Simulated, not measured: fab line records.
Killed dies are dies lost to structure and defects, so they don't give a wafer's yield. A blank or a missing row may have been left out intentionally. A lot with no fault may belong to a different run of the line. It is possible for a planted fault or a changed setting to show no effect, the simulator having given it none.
Commonality check across tools :: flow n5Finfet :: 27 wafers sampled across 9 lots

== THE REASON FOR OPENING IT ==
On 2 of the 9 lots, a flag is raised at N5_STI_FIN_REVEAL_INSPECT_13 on the reading rawDefectCount. Fault-free wafers read 11, with a standard deviation of 4.6.
Rule: a lot is flagged in two cases, either no wafer of it has a number, or all its wafers with numbers fall more than 4 standard deviations from that mean. All remaining lots are regarded as sound.

lot: L693
measured: day 2 18:56
on: defectInspect-02
rawDefectCount, wafer by wafer: 4 10 10
flag: 

lot: L698
measured: day 3 23:58
on: defectInspect-01
rawDefectCount, wafer by wafer: 8 11 19
flag: 

lot: L701
measured: day 4 18:43
on: defectInspect-02
rawDefectCount, wafer by wafer: 8 13 18
flag: 

lot: L702
measured: day 5 02:50
on: defectInspect-01
rawDefectCount, wafer by wafer: 11 9 12
flag: 

lot: L704
measured: day 5 15:59
on: defectInspect-01
rawDefectCount, wafer by wafer: 674 658 698
flag: FLAGGED

lot: L706
measured: day 6 00:30
on: defectInspect-02
rawDefectCount, wafer by wafer: 682 699 697
flag: FLAGGED

lot: L712
measured: day 7 12:25
on: defectInspect-02
rawDefectCount, wafer by wafer: 18 16 7
flag: 

lot: L713
measured: day 7 19:41
on: defectInspect-01
rawDefectCount, wafer by wafer: 13 15 6
flag: 

lot: L714
measured: day 8 03:17
on: defectInspect-01
rawDefectCount, wafer by wafer: 7 15 16
flag: 
On average the flagged lots read 685, which is +674 against the usual, or +99 or more standard deviations.

== WHICH TOOL RAN EACH LOT ==
Before the reading, the record contains 4 process steps out of a 1938-step route. In each cell: the tool, then ch and the chambers that the sampled wafers went through, then the start.
lot: L693
flag: 
N5_FIN_CUT_CUT_ETCH_26: rieDiel-01 ch 0,2,3, day 2 09:40
N5_FIN_CUT_CUT_ETCH_27: rieDiel-01 ch 0,2,3, day 2 09:43
N5_STI_FIN_REVEAL_RECESS_09: vaporEtch-01 ch 0,1, day 2 16:09
N5_STI_FIN_REVEAL_PRECLEAN_18: wetBench-02 ch 1,5,6, day 2 18:53

lot: L698
flag: 
N5_FIN_CUT_CUT_ETCH_26: rieDiel-02 ch 1,2,3, day 3 14:44
N5_FIN_CUT_CUT_ETCH_27: rieDiel-02 ch 1,2,3, day 3 14:47
N5_STI_FIN_REVEAL_RECESS_09: vaporEtch-01 ch 0,1, day 3 21:10
N5_STI_FIN_REVEAL_PRECLEAN_18: wetBench-02 ch 4,5,6, day 3 23:55

lot: L701
flag: 
N5_FIN_CUT_CUT_ETCH_26: rieDiel-01 ch 2,3, day 4 09:31
N5_FIN_CUT_CUT_ETCH_27: rieDiel-01 ch 2,3, day 4 09:34
N5_STI_FIN_REVEAL_RECESS_09: vaporEtch-02 ch 0,1, day 4 15:55
N5_STI_FIN_REVEAL_PRECLEAN_18: wetBench-03 ch 2,3,7, day 4 18:39

lot: L702
flag: 
N5_FIN_CUT_CUT_ETCH_26: rieDiel-01 ch 1,2,3, day 4 16:46
N5_FIN_CUT_CUT_ETCH_27: rieDiel-01 ch 1,2,3, day 4 16:49
N5_STI_FIN_REVEAL_RECESS_09: vaporEtch-01 ch 0,1, day 5 00:03
N5_STI_FIN_REVEAL_PRECLEAN_18: wetBench-02 ch 0,3,4, day 5 02:47

lot: L704
flag: FLAGGED
N5_FIN_CUT_CUT_ETCH_26: rieDiel-01 ch 0,2,3, day 5 05:46
N5_FIN_CUT_CUT_ETCH_27: rieDiel-01 ch 0,2,3, day 5 05:49
N5_STI_FIN_REVEAL_RECESS_09: vaporEtch-02 ch 0,1, day 5 13:13
N5_STI_FIN_REVEAL_PRECLEAN_18: wetBench-02 ch 2,3,6, day 5 15:56

lot: L706
flag: FLAGGED
N5_FIN_CUT_CUT_ETCH_26: rieDiel-02 ch 1,2,3, day 5 15:19
N5_FIN_CUT_CUT_ETCH_27: rieDiel-02 ch 1,2,3, day 5 15:22
N5_STI_FIN_REVEAL_RECESS_09: vaporEtch-02 ch 0,1, day 5 21:42
N5_STI_FIN_REVEAL_PRECLEAN_18: wetBench-02 ch 2,4,5, day 6 00:26

lot: L712
flag: 
N5_FIN_CUT_CUT_ETCH_26: rieDiel-01 ch 1,2,3, day 7 03:07
N5_FIN_CUT_CUT_ETCH_27: rieDiel-01 ch 1,2,3, day 7 03:09
N5_STI_FIN_REVEAL_RECESS_09: vaporEtch-02 ch 0,1, day 7 09:38
N5_STI_FIN_REVEAL_PRECLEAN_18: wetBench-06 ch 1,3,6, day 7 12:22

lot: L713
flag: 
N5_FIN_CUT_CUT_ETCH_26: rieDiel-02 ch 0,1,2, day 7 09:56
N5_FIN_CUT_CUT_ETCH_27: rieDiel-02 ch 0,1,2, day 7 09:59
N5_STI_FIN_REVEAL_RECESS_09: vaporEtch-02 ch 0,1, day 7 16:44
N5_STI_FIN_REVEAL_PRECLEAN_18: wetBench-03 ch 0,2,6, day 7 19:38

lot: L714
flag: 
N5_FIN_CUT_CUT_ETCH_26: rieDiel-06 ch 1,2,3, day 7 16:31
N5_FIN_CUT_CUT_ETCH_27: rieDiel-06 ch 1,2,3, day 7 16:33
N5_STI_FIN_REVEAL_RECESS_09: vaporEtch-02 ch 0,1, day 8 00:19
N5_STI_FIN_REVEAL_PRECLEAN_18: wetBench-03 ch 4,5,6, day 8 03:14
What is done by these steps:
- N5_FIN_CUT_CUT_ETCH_26: etches SiNx in CH3F/O2, target depth 39 nm, time 55.7 s.
- N5_FIN_CUT_CUT_ETCH_27: etches SiO2 in CHF3/O2, target depth 4 nm, overetch 2 nm, time 4.9 s.
- N5_STI_FIN_REVEAL_RECESS_09: chemistry HF/NH3, target SiO2, afs cycles 11, target depth 42.5 nm, sublimation time 60 s.
- N5_STI_FIN_REVEAL_PRECLEAN_18: cleans in SC2, time 45 s.
- N5_STI_FIN_REVEAL_INSPECT_13: inspects for defects (darkfield).

== FLAGGED AGAINST TOTAL, ONE TOOL AT A TIME (gauges that did the reading follow at the end) ==
step: N5_FIN_CUT_CUT_ETCH_26
tool: rieDiel-01
lots run: 5
flagged: 1
share of the flagged lots: some
sound lots run after its first flagged lot: 1 (L712)

step: N5_FIN_CUT_CUT_ETCH_26
tool: rieDiel-02
lots run: 3
flagged: 1
share of the flagged lots: some
sound lots run after its first flagged lot: 1 (L713)

step: N5_FIN_CUT_CUT_ETCH_26
tool: rieDiel-06
lots run: 1
flagged: 0
share of the flagged lots: none
sound lots run after its first flagged lot: -

step: N5_FIN_CUT_CUT_ETCH_27
tool: rieDiel-01
lots run: 5
flagged: 1
share of the flagged lots: some
sound lots run after its first flagged lot: 1 (L712)

step: N5_FIN_CUT_CUT_ETCH_27
tool: rieDiel-02
lots run: 3
flagged: 1
share of the flagged lots: some
sound lots run after its first flagged lot: 1 (L713)

step: N5_FIN_CUT_CUT_ETCH_27
tool: rieDiel-06
lots run: 1
flagged: 0
share of the flagged lots: none
sound lots run after its first flagged lot: -

step: N5_STI_FIN_REVEAL_RECESS_09
tool: vaporEtch-01
lots run: 3
flagged: 0
share of the flagged lots: none
sound lots run after its first flagged lot: -

step: N5_STI_FIN_REVEAL_RECESS_09
tool: vaporEtch-02
lots run: 6
flagged: 2
share of the flagged lots: all
sound lots run after its first flagged lot: 3 (L712,L713,L714)

step: N5_STI_FIN_REVEAL_PRECLEAN_18
tool: wetBench-02
lots run: 5
flagged: 2
share of the flagged lots: all
sound lots run after its first flagged lot: 0

step: N5_STI_FIN_REVEAL_PRECLEAN_18
tool: wetBench-03
lots run: 3
flagged: 0
share of the flagged lots: none
sound lots run after its first flagged lot: -

step: N5_STI_FIN_REVEAL_PRECLEAN_18
tool: wetBench-06
lots run: 1
flagged: 0
share of the flagged lots: none
sound lots run after its first flagged lot: -

step: N5_STI_FIN_REVEAL_INSPECT_13
tool: defectInspect-01
lots run: 5
flagged: 1
share of the flagged lots: some
sound lots run after its first flagged lot: 2 (L713,L714)

step: N5_STI_FIN_REVEAL_INSPECT_13
tool: defectInspect-02
lots run: 4
flagged: 1
share of the flagged lots: some
sound lots run after its first flagged lot: 1 (L712)

== WHAT IS ALLOWED BY THE TABLE ==
Every flagged lot went through 2 rows of the table: vaporEtch-02 at N5_STI_FIN_REVEAL_RECESS_09 and wetBench-02 at N5_STI_FIN_REVEAL_PRECLEAN_18.
- vaporEtch-02 at N5_STI_FIN_REVEAL_RECESS_09: 2 of its 6 lots flagged. Sound lots followed the first flagged one (L712, L713, L714) on it, something a lasting fault affecting the whole tool could not allow.
- wetBench-02 at N5_STI_FIN_REVEAL_PRECLEAN_18: 2 of its 5 lots flagged. A fault beginning between L702 (day 5 02:47), its last sound lot, and L704 (day 5 15:56), its first flagged one, fits the data.
One tool is left: wetBench-02 at N5_STI_FIN_REVEAL_PRECLEAN_18.

== WHAT WAS PUT IN BY THE SIMULATOR ==
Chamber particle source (wetBench-02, N5_STI_FIN_REVEAL_PRECLEAN_18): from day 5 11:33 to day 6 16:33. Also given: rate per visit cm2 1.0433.
Lots struck among those shown: L704, L706. The rule above found the same.
